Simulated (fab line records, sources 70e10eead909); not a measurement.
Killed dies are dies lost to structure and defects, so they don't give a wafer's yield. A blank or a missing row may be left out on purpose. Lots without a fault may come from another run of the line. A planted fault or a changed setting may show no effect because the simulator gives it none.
fab line records | flow nand_harc
record lots=5 wafers=15 last_day=24
route steps=1159 shown P_GATE@126 END@1159
lots that met no fault: from a run of the same line without faults
start_h: hours from the record's first day to the start of the lot's first wafer shown | wait_h: hours since the lot's step before | " the same as in the row above | L1.1+2: a row that stands for several wafers | - no value, or no start given | * or withheld: withheld | < > ~ a bound
route shown NAME@n: a module of which the file shows steps, and the number in the route of the first | usual: mean/standard deviation of fault-free wafers | same: alike in all rows | chamber/n: place in a boat | sites: the reading at each site | _std_site: their standard deviation | _edge_site: outer sites' mean less inner sites' | radius_mm: how far each site lies from the wafer's centre | mask NAME#n: copy n | behind: the tool/chamber that last shaped the wafer | hold: why the lot was held/for how many hours/how that ended | device: the transistor (n, p or np) that didn't switch | end of line: the same wafers' tests at the end of the route | a step without rows: its recipe alone | killed: dies lost to structure and defects at the first sort, not the wafer's yield | map: a wafer's dies, x killed, . not, _ none there
set.NAME: the setting as run; set.NAME@STEP: as run at that earlier step | model.NAME: the simulator's own value behind a step, which no gauge read
lots at some steps of the route; a table a step, a row a wafer
services: from which hour (start_h, from the record's first day; less than 0 if before it) a tool's chamber was out of use, for how many hours, and why
## steps
# step NHARC_P_GATE_STRIP_15
# recipe time_s=780 temp_c=130 chemistry=SPM
# step NHARC_P_GATE_PRECLEAN_71
# recipe time_s=* temp_c=50 bath_age_min=0 chemistry=SC1
# step NHARC_P_GATE_SRD_72
# step NHARC_P_GATE_OXIDE_16
# recipe target_thk_a=30 temp_c=875 ox_time_s=392 material=SiO2
# step NHARC_P_GATE_CVD_17
# recipe target_thk_a=1500 temp_c=620 time_s=900 material=poly-Si
# step NHARC_P_GATE_HM_DEP_102
# recipe target_thk_a=1200 temp_c=400 material=aC
# usual throttle_valve_pct=34.999/0.0092
# columns lot.wafer tool chamber start_h wait_h throttle_valve_pct
L357.1 acl_dep-03 0 112.52 1.0 34.991
L357.3 " 0 " " 34.989
L357.6 " 0 " " 35.003
L364.1 acl_dep-01 0 168.02 1.5 35.008
L364.2 " 0 " " 34.984
L364.3 " 0 " " 34.990
L365.1 acl_dep-03 0 168.61 2.1 34.978
L365.3 " 0 " " 34.992
L365.5 " 0 " " 34.996
L367.2 acl_dep-03 0 180.28 6.6 34.993
L367.3 " 0 " " 35.006
L367.4 " 0 " " 34.999
L376.3 acl_dep-01 0 226.21 0.6 35.002
L376.5 " 0 " " 35.017
L376.6 " 0 " " 34.985
# step NHARC_P_GATE_DEP_103
# recipe target_thk_a=300 target_thk_nm=30 temp_c=400 flow_sccm=200 rf_w=350 material=SiON
# step NHARC_P_GATE_DEHYDRATE_18
# recipe temp_c=150 time_s=120
# step NHARC_P_GATE_HMDS_19
# recipe time_s=30
# step NHARC_P_GATE_COAT_20
# recipe spin_rpm=1500 resist_thk_nm=90
# step NHARC_P_GATE_SOFTBAKE_21
# recipe temp_c=105 time_s=55
# step NHARC_P_GATE_EBR_22
# step NHARC_P_GATE_EXPOSE_23
# recipe na=1.35 target_cd_nm=120 dose_mj=93.91 mask_id=P_GATE
# columns lot.wafer tool chamber start_h wait_h mask
L357.1+3+6 arfi_scanner-01 0 113.71 - P_GATE#0
L364.1+2+3 arfi_scanner-02 0 169.10 - P_GATE#0
L365.1+3+5 arfi_scanner-02 0 169.69 - P_GATE_R1#0
L367.2+3+4 arfi_scanner-01 0 181.40 - P_GATE#0
L376.3+5+6 arfi_scanner-03 0 227.20 - P_GATE#0
# step NHARC_P_GATE_PEB_24
# recipe peb_temp_c=100 peb_time_s=65
# step NHARC_P_GATE_DEVELOP_25
# recipe develop_time_s=35 dev_temp_c=23
# step NHARC_P_GATE_CD_MEAS_26
# recipe target_cd_nm=120 landing_energy_ev=500
# usual cd_nm=119.6/0.59
# columns lot.wafer tool chamber start_h wait_h cd_nm
L357.1 cd_sem-03 0 113.85 - 119.2
L357.3 " 0 " " 119.6
L357.6 " 0 " " 119.8
L364.1 cd_sem-02 0 169.24 - 119.2
L364.2 " 0 " " 119.6
L364.3 " 0 " " 119.4
L365.1 cd_sem-03 0 169.83 - 103.7
L365.3 " 0 " " 103.8
L365.5 " 0 " " 103.1
L367.2 cd_sem-01 0 181.53 - 119.0
L367.3 " 0 " " 120.1
L367.4 " 0 " " 119.7
L376.3 cd_sem-02 0 227.33 - 120.3
L376.5 " 0 " " 119.8
L376.6 " 0 " " 119.2
# step NHARC_P_GATE_OVL_MEAS_27
# usual overlay_x_nm=-0.2/0.76 overlay_y_nm=0.0/0.75
# columns lot.wafer tool chamber start_h wait_h overlay_x_nm overlay_y_nm
L357.1 overlay-01 - 113.94 - -0.7 1.2
L357.3 " - " " -0.4 0.9
L357.6 " - " " -0.6 0.6
L364.1 overlay-02 - 169.33 - 0.9 1.1
L364.2 " - " " 1.2 1.2
L364.3 " - " " 1.2 1.4
L365.1 overlay-01 - 169.92 - -0.9 0.7
L365.3 " - " " -0.9 0.7
L365.5 " - " " -1.4 0.6
L367.2 overlay-01 - 181.62 - 1.0 0.0
L367.3 " - " " 0.7 -0.5
L367.4 " - " " 0.7 -0.2
L376.3 overlay-02 - 227.42 - 0.8 -0.6
L376.5 " - " " 0.5 -0.5
L376.6 " - " " 0.7 0.6
# step NHARC_P_GATE_INSPECT_28
# usual raw_defect_count=5.7/2.9
# columns lot.wafer tool chamber start_h wait_h raw_defect_count
L357.1 defect_inspect-02 - 113.98 0.0 4
L357.3 " - " " 5
L357.6 " - " " 6
L364.1 defect_inspect-01 - 169.36 0.0 5
L364.2 " - " " 2
L364.3 " - " " 10
L365.1 defect_inspect-01 - 169.96 0.0 5
L365.3 " - " " 3
L365.5 " - " " 5
L367.2 defect_inspect-01 - 181.66 0.0 7
L367.3 " - " " 3
L367.4 " - " " 5
L376.3 defect_inspect-01 - 227.45 0.0 7
L376.5 " - " " 5
L376.6 " - " " 8
# step NHARC_P_GATE_DESCUM_31
# recipe time_s=3 o2_flow_sccm=200 ar_flow_sccm=0 bias_power_w=0 chemistry=O2
# usual chamber_pressure_mTorr=60.00/0.053 drypump_motor_current_A=5.7/0.45 oes_product_au=0.996/0.007 rf_vpp_V=57.8/0.85 showerhead_plenum_p_Torr=1.91/0.097 throttle_valve_pct=11.311/0.0092
# columns lot.wafer tool chamber start_h wait_h chamber_pressure_mTorr drypump_motor_current_A oes_product_au rf_hours_counter_h rf_vpp_V showerhead_plenum_p_Torr throttle_valve_pct model.P_GATE.cd_nm
L357.3 rie_diel-06 2 114.04 0.1 60.02 5.3 0.992 9 58.6 2.06 11.306 119.4
L357.1 " 1 " " 59.98 5.4 1.000 8 57.2 1.94 11.321 119.6
L357.6 " 2 " " 60.01 5.3 1.002 - 58.0 2.06 11.313 119.5
L364.2 rie_diel-06 0 169.43 0.1 60.02 5.5 0.995 16 57.8 1.77 11.318 119.9
L364.1 " 2 " " 60.02 5.3 1.002 18 57.3 2.05 11.315 119.2
L364.3 " 3 " " 59.98 6.4 0.998 19 56.9 1.90 11.327 119
L365.1 rie_diel-06 3 170.02 0.1 59.93 6.4 0.993 20 58.2 1.90 11.304 103.4
L365.3 " 2 " " 60.00 5.3 1.004 18 58.4 2.05 11.311 103.8
L365.5 " 0 " " 60.01 5.5 0.998 - 57.1 1.77 11.306 103.3
L367.2 rie_diel-09 3 181.73 0.1 60.01 5.7 0.988 35 57.0 1.81 11.319 119.6
L367.4 " 0 " " 60.00 5.4 0.979 32 57.3 1.88 11.304 119.6
L367.3 " 1 " " 60.05 4.8 0.992 31 59.1 2.01 11.313 119.2
L376.3 rie_diel-06 3 227.51 0.1 60.00 6.4 0.982 31 56.5 1.90 11.289 120
L376.6 " 3 " " 59.95 6.4 0.991 - 58.6 1.90 11.310 119.2
L376.5 " 0 " " 59.93 5.5 0.988 - 56.4 1.77 11.309 120.5
# step NHARC_P_GATE_ETCH_104
# recipe target_depth_a=600 time_s=withheld cf4_flow_sccm=100 chf3_flow_sccm=30 ar_flow_sccm=0 rf_w=500 bias_w=200 chemistry=CF4/CHF3
# usual chamber_pressure_mTorr=25.00/0.033 drypump_motor_current_A=5.7/0.44 oes_product_au=0.941/0.021 rf_vpp_V=370.6/2.6 showerhead_plenum_p_Torr=1.57/0.076 throttle_valve_pct=16.803/0.009
# columns lot.wafer tool chamber start_h wait_h chamber_pressure_mTorr drypump_motor_current_A oes_product_au rf_vpp_V showerhead_plenum_p_Torr throttle_valve_pct
L357.3 rie_diel-06 2 114.14 0.1 25.03 5.3 0.954 375.1 1.68 16.813
L357.1 " 3 " " 25.01 6.4 0.943 372.1 1.57 16.807
L357.6 " 1 " " 25.02 5.4 0.958 370.7 1.59 16.805
L364.3 rie_diel-06 0 169.51 0.1 25.01 5.5 0.920 366.8 1.46 16.811
L364.2 " 1 " " 25.01 5.5 0.916 371.9 1.59 16.799
L364.1 " 3 " " 24.97 6.4 0.919 371.2 1.57 16.798
L365.1 rie_diel-06 0 170.18 0.2 25.01 5.5 0.919 365.7 1.46 16.802
L365.3 " 1 " " 24.99 5.4 0.927 372.7 1.59 16.805
L365.5 " 1 " " 25.04 5.4 0.924 372.2 1.59 16.812
L367.2 rie_diel-09 0 181.81 0.1 25.03 5.5 0.899 367.7 1.55 16.785
L367.3 " 1 " " 25.01 4.8 0.920 373.6 1.65 16.796
L367.4 " 2 " " 24.99 5.5 0.930 370.4 1.58 16.798
L376.3 rie_diel-06 1 227.61 0.1 25.00 5.4 0.968 372.0 1.59 16.823
L376.6 " 2 " " 25.01 5.3 0.991 373.3 1.68 16.817
L376.5 " 3 " " 25.02 6.4 0.955 370.7 1.56 16.787
# step NHARC_P_GATE_HM_OPEN_105
# recipe target_depth_a=3600 o2_flow_sccm=400 cos_flow_sccm=20 ar_flow_sccm=0 rf_w=500 bias_w=300 chemistry=O2/COS
# usual chamber_pressure_mTorr=19.999/0.017 drypump_motor_current_A=5.7/0.43 oes_product_au=0.996/0.0075 rf_vpp_V=467/3.3 showerhead_plenum_p_Torr=3.13/0.15 throttle_valve_pct=28.329/0.0091
# columns lot.wafer tool chamber start_h wait_h chamber_pressure_mTorr drypump_motor_current_A oes_product_au rf_hours_counter_h rf_vpp_V showerhead_plenum_p_Torr throttle_valve_pct
L357.1 rie_diel-06 2 - - 19.999 5.3 0.999 9 472 3.34 28.323
L357.3 " 3 " " 19.996 6.4 0.994 10 467 3.11 28.340
L357.6 " 3 " " 20.009 6.4 1.000 - 468 3.11 28.328
L364.3 rie_diel-06 1 - - 20.027 5.4 0.987 18 468 3.15 28.325
L364.1 " 2 " " 19.986 5.3 0.997 18 472 3.34 28.338
L364.2 " 0 " " 19.982 5.5 0.995 16 462 2.91 28.325
L365.1 rie_diel-06 1 - - 19.999 5.5 0.989 18 470 3.15 28.310
L365.3 " 2 " " 19.959 5.3 0.993 18 471 3.34 28.320
L365.5 " 0 " " 19.999 5.5 0.990 - 462 2.91 28.325
L367.4 rie_diel-09 2 - - 19.985 5.5 1.002 35 466 3.14 28.321
L367.2 " 3 " " 20.005 5.7 0.993 35 464 2.96 28.336
L367.3 " 1 " " 19.986 4.8 0.997 32 470 3.27 28.334
L376.3 rie_diel-06 0 - - 19.983 5.5 0.995 28 462 2.90 28.337
L376.5 " 2 " " 20.022 5.3 1.001 - 471 3.33 28.331
L376.6 " 3 " " 19.992 6.4 0.981 - 465 3.10 28.331
# step NHARC_P_GATE_STRIP_106
# recipe o2_flow_sccm=400 cos_flow_sccm=20 ar_flow_sccm=0 bias_w=0 chemistry=O2/COS
# step NHARC_P_GATE_ETCH_114
# recipe target_depth_a=300 overetch_a=30 time_s=16.5 ion_energy_ev=100 cf4_flow_sccm=80 o2_flow_sccm=20 ar_flow_sccm=0 rf_w=300 bias_w=100 chemistry=CF4/O2
# usual chamber_pressure_mTorr=30.000/0.027 drypump_motor_current_A=5.7/0.46 oes_product_au=0.997/0.0086 rf_vpp_V=197.7/1.6 showerhead_plenum_p_Torr=1.33/0.066 throttle_valve_pct=13.397/0.0089
# columns lot.wafer tool chamber start_h wait_h chamber_pressure_mTorr drypump_motor_current_A oes_product_au rf_hours_counter_h rf_vpp_V showerhead_plenum_p_Torr throttle_valve_pct
L357.1 rie_diel-06 1 - - 30.030 5.4 0.999 9 199.2 1.35 13.394
L357.3 " 2 " " 30.023 5.3 0.986 9 200.6 1.43 13.402
L357.6 " 3 " " 30.026 6.4 1.004 - 197.6 1.33 13.392
L364.2 rie_diel-06 2 - - 29.994 5.3 1.009 18 200.1 1.43 13.382
L364.1 " 3 " " 29.991 6.4 0.992 20 196.5 1.33 13.413
L364.3 " 1 " " 29.949 5.4 1.001 18 198.6 1.35 13.400
L365.3 rie_diel-06 1 - - 30.033 5.4 0.997 18 198.9 1.35 13.408
L365.1 " 3 " " 30.060 6.4 1.000 20 196.3 1.33 13.396
L365.5 " 1 " " 29.983 5.4 0.997 - 198.8 1.35 13.385
L367.2 rie_diel-09 0 - - 30.070 5.4 0.988 32 197.5 1.32 13.401
L367.3 " 1 " " 29.979 4.8 0.995 32 199.2 1.40 13.398
L367.4 " 2 " " 30.023 5.5 1.015 35 197.8 1.34 13.395
L376.3 rie_diel-06 2 - - 29.985 5.3 1.000 29 199.4 1.43 13.382
L376.6 " 0 " " 30.028 5.5 0.993 - 195.4 1.24 13.387
L376.5 " 1 " " 30.014 5.4 0.981 - 197.2 1.35 13.394
# step NHARC_P_GATE_ETCH_32
# recipe target_depth_a=1500 over_etch_frac=1 over_etch_ion_energy_ev=40 time_s=100.1 hbr_flow_sccm=150 cl2_flow_sccm=50 rf_w=400 icp_w=400 bias_w=100 chemistry=HBr/Cl2
# usual chamber_pressure_mTorr=15.002/0.014 drypump_motor_current_A=5.8/0.35 oes_product_au=1.001/0.0088 throttle_valve_pct=26.405/0.0092
# columns lot.wafer tool chamber start_h wait_h chamber_pressure_mTorr drypump_motor_current_A oes_product_au rf_hours_counter_h throttle_valve_pct model.P_GATE.cd_nm
L357.3 rie_si-05 3 114.56 - 14.992 6.2 0.997 0.4 26.416 119
L357.1 " 2 " " 14.997 5.7 1.003 0.5 26.405 118.1
L357.6 " 0 " " 15.000 5.8 1.003 - 26.408 120.1
L364.1 rie_si-05 0 169.93 - 14.994 5.7 1.001 0.7 26.403 119.1
L364.3 " 1 " " 15.012 5.5 1.000 0.7 26.410 119.6
L364.2 " 3 " " 15.019 6.2 1.002 0.9 26.405 122.5
L365.3 rie_si-05 3 170.56 - 15.005 6.1 1.005 0.9 26.414 104.4
L365.1 " 1 " " 15.012 5.5 0.991 0.7 26.418 102.8
L365.5 " 3 " " 14.993 6.2 0.999 - 26.399 104.3
L367.2 rie_si-06 2 182.18 - 14.990 5.7 1.000 1.4 26.410 122.6
L367.3 " 0 " " 15.010 5.2 1.012 1.5 26.403 122
L367.4 " 1 " " 15.009 6.5 1.010 1.6 26.416 120.5
L376.3 rie_si-05 0 227.97 - 14.985 5.8 1.006 1.4 26.409 122.4
L376.5 " 0 " " 15.009 5.8 1.006 - 26.419 122.2
L376.6 " 1 " " 15.018 5.5 1.001 - 26.395 120.8
# step NHARC_P_GATE_STRIP_108
# recipe o2_flow_sccm=500 ar_flow_sccm=0 bias_w=0 chemistry=O2
# usual chamber_pressure_mTorr=60.01/0.055 drypump_motor_current_A=5.7/0.48 oes_product_au=0.996/0.0084 rf_vpp_V=57.7/0.9 showerhead_plenum_p_Torr=3.52/0.17 throttle_valve_pct=17.037/0.0094
# columns lot.wafer tool chamber start_h wait_h chamber_pressure_mTorr drypump_motor_current_A oes_product_au rf_hours_counter_h rf_vpp_V showerhead_plenum_p_Torr throttle_valve_pct
L357.1 rie_diel-09 2 114.72 - 60.05 5.5 0.990 9 58.6 3.56 17.025
L357.3 " 1 " " 59.96 4.8 0.992 8 58.4 3.70 17.031
L357.6 " 2 " " 60.05 5.5 0.996 - 57.8 3.56 17.044
L364.2 rie_diel-06 2 170.09 - 59.96 5.3 1.005 18 58.2 3.77 17.034
L364.1 " 3 " " 59.91 6.4 0.994 20 58.2 3.51 17.039
L364.3 " 0 " " 59.97 5.5 0.994 16 58.8 3.29 17.033
L365.3 rie_diel-11 1 170.84 - 60.01 5.9 1.014 53 56.4 3.37 17.016
L365.1 " 2 " " 59.98 5.9 1.004 54 56.0 3.28 17.025
L365.5 " 1 " " 59.96 5.9 1.007 - 58.1 3.37 17.044
L367.4 rie_diel-09 2 182.34 - 60.06 5.5 1.001 35 57.5 3.55 17.026
L367.2 " 0 " " 59.96 5.5 0.977 32 55.9 3.48 17.037
L367.3 " 1 " " 60.01 4.8 0.989 32 59.6 3.69 17.041
L376.3 rie_diel-06 2 228.13 - 60.02 5.3 1.013 29 58.2 3.76 17.042
L376.5 " 2 " " 59.97 5.3 1.007 - 57.2 3.76 17.040
L376.6 " 3 " " 59.99 6.4 0.998 - 57.1 3.51 17.037
# step NHARC_END_SORT_01
# recipe temp_c=25
# usual killed_at_array=29/11 killed_at_other=0.7/1.1 killed_at_periphery=2.9/2.2 killed_dies=33/11 killed_open=3.1/1.8 killed_short=1.9/1.4
# same gross_dies=677
# columns lot.wafer tool chamber start_h wait_h killed_at_array killed_at_other killed_at_periphery killed_dies killed_open killed_short
L365.1 prober-01 0 505.88 2.5 29 0 83 112 3 2
L365.3 prober-01 0 507.46 3.1 20 1 51 72 1 2
L365.5 prober-01 0 509.05 3.7 27 0 52 79 5 1
# killed by level:class
L365.1 P_GATE:area_expose=81 A_CHANNEL_HOLE_D1:chamber_film_flake=17 A_CHANNEL_FILL_D1:chamber_film_flake=4 A_CONTACT:chamber_film_flake=3 A_CONTACT:geometric_particle:open=2 P_CONTACT:geometric_particle:short=1 A_CHANNEL_FILL_D1:geometric_particle:short=1 A_BLC:geometric_particle:open=1
L365.3 P_GATE:area_expose=50 A_CHANNEL_HOLE_D1:chamber_film_flake=15 A_STAIRCASE:chamber_film_flake=2 P_M0:geometric_particle:short=1 A_CHANNEL_FILL_D1:geometric_particle:short=1 A_M0:geometric_particle:open=1 A_CONTACT:chamber_film_flake=1 THIN_TSV:chamber_film_flake=1
L365.5 P_GATE:area_expose=50 A_CHANNEL_HOLE_D1:chamber_film_flake=17 A_CONTACT:chamber_film_flake=4 A_CONTACT:geometric_particle:open=2 P_M0:geometric_particle:short=1 A_SOURCE_PLATE:geometric_particle:open=1 A_CHANNEL_HOLE_D1:geometric_particle:open=1 A_M0:geometric_particle:open=1
# map L365.1 (x killed, . not)
____________.____________
_________.x..x.._________
_______.......x..._______
______...x.x.......______
_____.......x.x....._____
____......x.x........____
____.....x..xx.......____
___x.....x.xx.........___
___x.......x.x........___
__..x.x......x.........__
__.x......x............__
_xx....................._
_..x..x................._
_....xx.............x..._
_.xx...................._
_x.x..x...x............._
x.xx.x.xx................
xx.x.....................
xxxx.............x.......
x.xxx..............x.....
xx..x..x.................
_x.x................x..._
_xx..............x......_
_.xxx...x.......x......._
_.....xx.x.............._
_.x...x.......x...x....._
__xx...................__
__xx.x....xx...........__
___xx..xx.............___
___..x.x..x.....x.x...___
____x..x.............____
____....x...xx.x.....____
_____xx.x..........._____
______.....xx.....x______
_______x.x....xx.._______
_________x...x.._________
____________.____________
# map L364.1 (x killed, . not)
____________.____________
_________.xx...._________
_______..........._______
______.............______
_____.....x........._____
____.................____
____.....x......x....____
___...................___
___...........x.......___
__.....................__
__..x..................__
_......................._
_....x.................._
_......................._
_......................._
_......x................_
..........x..............
.........................
.........................
.........................
.................x.......
_.......x..............._
_.............x........._
_...............xx.x...._
_...................x..._
_.............x........._
__.....x...............__
__.....................__
___..x................___
___...x.x.x...........___
____..x.x............____
____..xxx.......xx...____
_____.x.x......x...._____
______x...x.x......______
_______x.........._______
_________......._________
____________.____________
## services
# columns tool chamber start_h hours kind
arfi_scanner-01 - 88.96 0.6 repair
rie_si-06 - 94.19 0.3 repair
rie_diel-06 0 97.70 - clean
rie_diel-06 1 97.70 - clean
rie_diel-06 0 105.37 14.6 repair
arfi_scanner-03 - 106.15 0.5 repair
acl_dep-01 - 111.46 13.0 pm
rie_si-05 1 118.72 9.7 repair
arfi_scanner-03 - 140.00 4.0 pm
arfi_scanner-03 - 169.18 0.5 repair
rie_diel-11 3 170.06 4.1 repair
rie_diel-11 2 178.22 28.1 repair
rie_si-06 1 180.05 1.0 repair
rie_si-06 - 183.00 9.0 pm
rie_diel-11 - 189.57 9.0 pm
rie_diel-09 0 195.54 6.6 repair
arfi_scanner-01 - 196.00 4.0 pm
rie_diel-09 2 206.77 3.1 repair
rie_si-05 1 210.44 15.3 repair
rie_diel-11 2 215.98 7.2 repair
rie_diel-06 - 221.35 1.5 repair
rie_diel-11 3 222.43 15.8 repair
acl_dep-03 - 226.72 13.0 pm
arfi_scanner-02 - 226.84 0.7 repair
## key
first_sign step=NHARC_P_GATE_EXPOSE_23 reading=mask direction=changed
effect step=NHARC_P_GATE_CD_MEAS_26 reading=cd_nm direction=down sigmas=27 usual=119.6 struck=103.5
effect step=NHARC_END_SORT_01 reading=killed_at_periphery direction=up sigmas=27 usual=2.9 struck=62
model_effect step=NHARC_P_GATE_DESCUM_31 value=P_GATE.cd_nm without=120 struck=103.5
model_effect step=NHARC_P_GATE_ETCH_32 value=P_GATE.cd_nm without=120.3 struck=103.8
more_kills_born_at NHARC_P_GATE_EXPOSE_23@arfi_scanner-02=181
met_at NHARC_P_GATE_EXPOSE_23
struck_wafers L365.1,L365.3,L365.5
tester_left_out L365
onset_between 169.10 169.69
fault kind=wrong_mask tool=any chamber=- onset_h=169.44 steps=NHARC_P_GATE_EXPOSE_23 aux_copy=P_GATE_R1#0 cd_offset_nm=-16.483 scope=struck_lots_only
# tester_left_out: of these lots the tester's yield and bins aren't shown, on N5 and GAA mostly nor the transistor test; their killed dies are dies lost to structure and defects alone, not to doping, threshold or leakage, so they don't give the yield
